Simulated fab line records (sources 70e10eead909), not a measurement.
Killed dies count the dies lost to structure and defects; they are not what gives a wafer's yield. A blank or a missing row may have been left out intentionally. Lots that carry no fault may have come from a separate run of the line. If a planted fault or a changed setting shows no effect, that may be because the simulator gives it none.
Which of the tools did it? + flow nand harc + 13 lots with 39 wafers sampled at 5 steps, on a route of 1159 steps

## WHAT EACH GAUGE READ, for each wafer
NHARC_END_SORT_01.
| lot  | measured     | on        | killed at array | killed at other | killed at periphery | killed dies | killed open | killed short |
|------|--------------|-----------|-----------------|-----------------|---------------------|-------------|-------------|--------------|
| L959 | day 19 14:13 | prober-02 | 26 672 19       | 0 0 1           | 1 5 2               | 27 677 22   | 3 4 1       | 0 0 1        |

## EACH LOT AND THE TOOL THAT RAN IT (in order: tool; ch and the chambers of the sampled wafers; start)
| lot  | NHARC_A_SGD_CUT_DEP_00          | NHARC_THIN_TSV_DEP_47           | NHARC_THIN_TSV_CMP_21         | NHARC_THIN_TSV_DESCUM_35           |
|------|---------------------------------|---------------------------------|-------------------------------|------------------------------------|
| L954 | pecvd-03 ch 0,1,2, day 13 03:29 | pecvd-03 ch 0,2, day 18 10:37   | cmp-04 ch 0,2,3, day 18 13:06 | rie diel-01 ch 0,1,3, day 18 14:52 |
| L956 | pecvd-04 ch 1,2, day 14 06:19   | pecvd-02 ch 0,1,2, day 19 01:17 | cmp-04 ch 1,2, day 19 03:47   | rie diel-02 ch 0,1,2, day 19 05:25 |
| L955 | pecvd-04 ch 1,2, day 14 06:40   | pecvd-01 ch 0,2, day 19 02:32   | cmp-02 ch 1,2,3, day 19 05:02 | rie diel-02 ch 0,1,3, day 19 06:41 |
| L959 | pecvd-04 ch 0,1,2, day 14 15:09 | pecvd-02 ch 1,2, day 19 03:44   | cmp-04 ch 1,2, day 19 06:20   | rie diel-02 ch 0,3, day 19 07:57   |
| L967 | pecvd-01 ch 0,1, day 16 15:34   | pecvd-01 ch 0,1, day 21 09:51   | cmp-04 ch 1,2, day 21 12:23   | rie diel-02 ch 0,1,2, day 21 14:09 |
| L969 | pecvd-03 ch 0,1,2, day 17 11:53 | pecvd-03 ch 1,2, day 22 16:52   | cmp-04 ch 0,1,2, day 22 19:58 | rie diel-01 ch 0,3, day 22 21:34   |
| L968 | pecvd-03 ch 0,1,2, day 17 12:28 | pecvd-03 ch 0,1,2, day 22 14:19 | cmp-04 ch 1,2, day 22 16:50   | rie diel-01 ch 1,3, day 22 18:31   |
| L971 | pecvd-01 ch 1,2, day 17 17:40   | pecvd-03 ch 0,1, day 22 23:34   | cmp-03 ch 0,1, day 23 02:03   | rie diel-11 ch 2,3, day 23 03:42   |
| L970 | pecvd-01 ch 0,1, day 17 21:49   | pecvd-01 ch 0,1,2, day 23 00:33 | cmp-04 ch 0,1, day 23 03:01   | rie diel-01 ch 1,3, day 23 04:39   |
| L973 | pecvd-01 ch 1,2, day 18 23:24   | pecvd-01 ch 0,2, day 24 01:40   | cmp-04 ch 1,2, day 24 04:10   | rie diel-01 ch 0,1,2, day 24 05:55 |
| L975 | pecvd-01 ch 1,2, day 18 23:53   | pecvd-01 ch 0,1, day 23 14:58   | cmp-02 ch 0,2, day 23 18:35   | rie diel-02 ch 2,3, day 23 20:13   |
| L976 | pecvd-01 ch 0,1,2, day 19 06:05 | pecvd-02 ch 1,2, day 24 10:47   | cmp-02 ch 0,2,3, day 24 13:15 | rie diel-11 ch 0,3, day 24 15:02   |
| L977 | pecvd-04 ch 0,2, day 19 11:50   | pecvd-02 ch 0,1,2, day 24 09:42 | cmp-03 ch 2,3, day 24 12:11   | rie diel-01 ch 1,2,3, day 24 13:50 |
- NHARC_A_SGD_CUT_DEP_00: deposits SiNx, target thk 50 nm.
- NHARC_THIN_TSV_DEP_47: deposits SiO2, target thk 200 nm.
- NHARC_THIN_TSV_CMP_21: polishes, t overpolish 30 s, target thk 2000 nm.
- NHARC_THIN_TSV_DESCUM_35: chemistry O2, time 3 s.

## AS READ BY THE TOOLS THEMSELVES (means over the sampled wafers that have a number; for cases with no such wafer, the mark the record gives instead)
NHARC_A_SGD_CUT_DEP_00.
| lot  | tool     | heater power w (W) |
|------|----------|--------------------|
| L954 | pecvd-03 | 666                |
| L956 | pecvd-04 | 692                |
| L955 | pecvd-04 | 816                |
| L959 | pecvd-04 | 757                |
| L967 | pecvd-01 | 711                |
| L969 | pecvd-03 | 683                |
| L968 | pecvd-03 | 661                |
| L971 | pecvd-01 | 644                |
| L970 | pecvd-01 | 681                |
| L973 | pecvd-01 | 602                |
| L975 | pecvd-01 | 588                |
| L976 | pecvd-01 | 651                |
| L977 | pecvd-04 | 677                |

NHARC_THIN_TSV_DEP_47.
| lot  | tool     | throttle valve pct (%) |
|------|----------|------------------------|
| L954 | pecvd-03 | 16.4                   |
| L956 | pecvd-02 | 16.1                   |
| L955 | pecvd-01 | 15.9                   |
| L959 | pecvd-02 | 16.3                   |
| L967 | pecvd-01 | 16.3                   |
| L969 | pecvd-03 | 16.2                   |
| L968 | pecvd-03 | 16.3                   |
| L971 | pecvd-03 | 16.1                   |
| L970 | pecvd-01 | 16.1                   |
| L973 | pecvd-01 | 15.7                   |
| L975 | pecvd-01 | 16.5                   |
| L976 | pecvd-02 | 16.3                   |
| L977 | pecvd-02 | 16.1                   |

NHARC_THIN_TSV_CMP_21.
| lot  | tool   | motor current A (A) | overpolish run s (s) |
|------|--------|---------------------|----------------------|
| L954 | cmp-04 | 11.7                | 30.000               |
| L956 | cmp-04 | 11.9                | 29.998               |
| L955 | cmp-02 | 12.6                | 29.998               |
| L959 | cmp-04 | 12.1                | 30.003               |
| L967 | cmp-04 | 11.7                | 29.992               |
| L969 | cmp-04 | 11.9                | 30.003               |
| L968 | cmp-04 | 11.7                | 30.007               |
| L971 | cmp-03 | 12.0                | 29.998               |
| L970 | cmp-04 | 12.5                | 29.996               |
| L973 | cmp-04 | 11.8                | 30.009               |
| L975 | cmp-02 | 12.3                | 30.007               |
| L976 | cmp-02 | 12.5                | 29.998               |
| L977 | cmp-03 | 12.7                | 30.000               |

NHARC_THIN_TSV_DESCUM_35.
| lot  | tool        | drypump motor current A (A) | oes product au (a.u.) | rf vpp V (V) | showerhead plenum p Torr (Torr) | throttle valve pct (%) |
|------|-------------|-----------------------------|-----------------------|--------------|---------------------------------|------------------------|
| L954 | rie diel-01 | 5.9                         | 0.990                 | 58.4         | 1.95                            | 11.308                 |
| L956 | rie diel-02 | 5.7                         | 0.999                 | 57.2         | 1.91                            | 11.313                 |
| L955 | rie diel-02 | 5.5                         | 1.007                 | 57.7         | 1.94                            | 11.313                 |
| L959 | rie diel-02 | 5.7                         | 1.002                 | 57.4         | 1.93                            | 11.311                 |
| L967 | rie diel-02 | 5.7                         | 0.998                 | 57.7         | 1.91                            | 11.313                 |
| L969 | rie diel-01 | 5.8                         | 0.990                 | 57.4         | 1.93                            | 11.319                 |
| L968 | rie diel-01 | 5.7                         | 0.995                 | 57.1         | 1.92                            | 11.314                 |
| L971 | rie diel-11 | 6.5                         | 1.002                 | 58.3         | 1.95                            | 11.308                 |
| L970 | rie diel-01 | 5.7                         | 0.999                 | 57.3         | 1.92                            | 11.320                 |
| L973 | rie diel-01 | 6.3                         | 0.999                 | 58.4         | 1.98                            | 11.310                 |
| L975 | rie diel-02 | 6.0                         | 0.983                 | 57.5         | 1.98                            | 11.310                 |
| L976 | rie diel-11 | 5.5                         | 0.991                 | 58.0         | 2.01                            | 11.308                 |
| L977 | rie diel-01 | 6.1                         | 1.007                 | 59.2         | 1.94                            | 11.309                 |

## THE ANSWER, worked out from the rows above alone
Rule: usual is defined by the lots themselves. Put in order of their means at a reading, lots are off if they are a third of the lots or fewer, leave a main group of 4 or more, and stand apart from it by a gap of 3 or more times the standard deviation of the main group's means; of several such gaps the widest counts. The tables above print the reading to a certain number of digits; a main group whose means all agree to those digits is not used. Also off: a lot with no number at a reading for which 4 or more lots have one. Any other lot the step has rows for is counted as sound. The gauges are gone through in route order, then the tools' own readings, and for those a lot's mean is taken as printed above. At the first step where some lot is off, the reading lying furthest off is the one used; lots without a number count as furthest.
Nothing can be told from this: no lot is off at any reading shown.

## WHAT THE SIMULATOR HAD INSERTED
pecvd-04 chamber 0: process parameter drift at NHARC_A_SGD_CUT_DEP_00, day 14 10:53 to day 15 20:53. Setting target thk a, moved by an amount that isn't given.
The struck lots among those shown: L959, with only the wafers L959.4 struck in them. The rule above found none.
